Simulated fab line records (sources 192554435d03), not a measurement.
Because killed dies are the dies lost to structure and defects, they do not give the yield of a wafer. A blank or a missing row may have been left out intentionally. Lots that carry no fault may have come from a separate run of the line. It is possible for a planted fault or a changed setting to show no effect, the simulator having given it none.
What tool caused it?	flow n5Finfet	9 lots with 27 wafers sampled at 2 steps, on a route of 1938 steps

## WHAT THE GAUGES READ, wafer by wafer
N5_BEOL_M10_OVL_MEAS_12.
lot	measured	on	M10_OVL (nm)
L075	day 10 03:46	overlay-02	-1.7 -0.6 -1.8
L077	day 10 20:49	overlay-01	-0.1 -0.7 0.2
L079	day 11 15:55	overlay-02	-0.9 -1.2 -0.5
L082	day 12 08:53	overlay-01	-1.3 -0.7 -1.5
L086	day 13 00:17	overlay-02	0.6 0.1 0.1
L087	day 13 05:50	overlay-01	-0.2 0.9 -0.2
L089	day 14 05:23	overlay-02	-0.7 -1.5 0.4
L091	day 14 10:05	overlay-02	0.3 0.8 0.1
L093	day 15 08:36	overlay-01	0.5 -0.3 0.2

## EACH LOT AND THE TOOL THAT RAN IT (in order: tool; ch and the chambers of the sampled wafers; start)
lot	N5_BEOL_M9_ETCH_41
L075	rieDiel-05 ch 0,1,3, day 10 03:46 or earlier
L077	rieDiel-02 ch 1,2,3, day 10 20:49 or earlier
L079	rieDiel-02 ch 0,3, day 11 15:55 or earlier
L082	rieDiel-05 ch 1,2,3, day 12 08:53 or earlier
L086	rieDiel-02 ch 0,2,3, day 13 00:17 or earlier
L087	rieDiel-05 ch 0,1,3, day 13 05:50 or earlier
L089	rieDiel-01 ch 0,2,3, day 14 05:23 or earlier
L091	rieDiel-02 ch 0,2,3, day 14 10:05 or earlier
L093	rieDiel-01 ch 1,2,3, day 15 08:36 or earlier
- N5_BEOL_M9_ETCH_41: etches SiCN in CH3F/O2, target depth 36.6 nm, time 70.1 s.

## THE ANSWER, worked out from the rows above alone
Rule: what is usual is taken from the lots themselves. Put in order of their means at a reading, lots are off if they are a third of the lots or fewer, leave a main group of 4 or more, and stand apart from it by a gap of 3 or more times the standard deviation of the main group's means; of several such gaps the widest counts. A main group is skipped when, at the precision printed for the reading in the tables above, its means are all equal. A lot without any number at a reading at which 4 lots or more have one is off too. Any other lot the step has rows for is counted as sound.
Across all readings shown, no lot is off: no conclusion can be drawn from this.

## WHAT THE SIMULATOR HAD PUT IN
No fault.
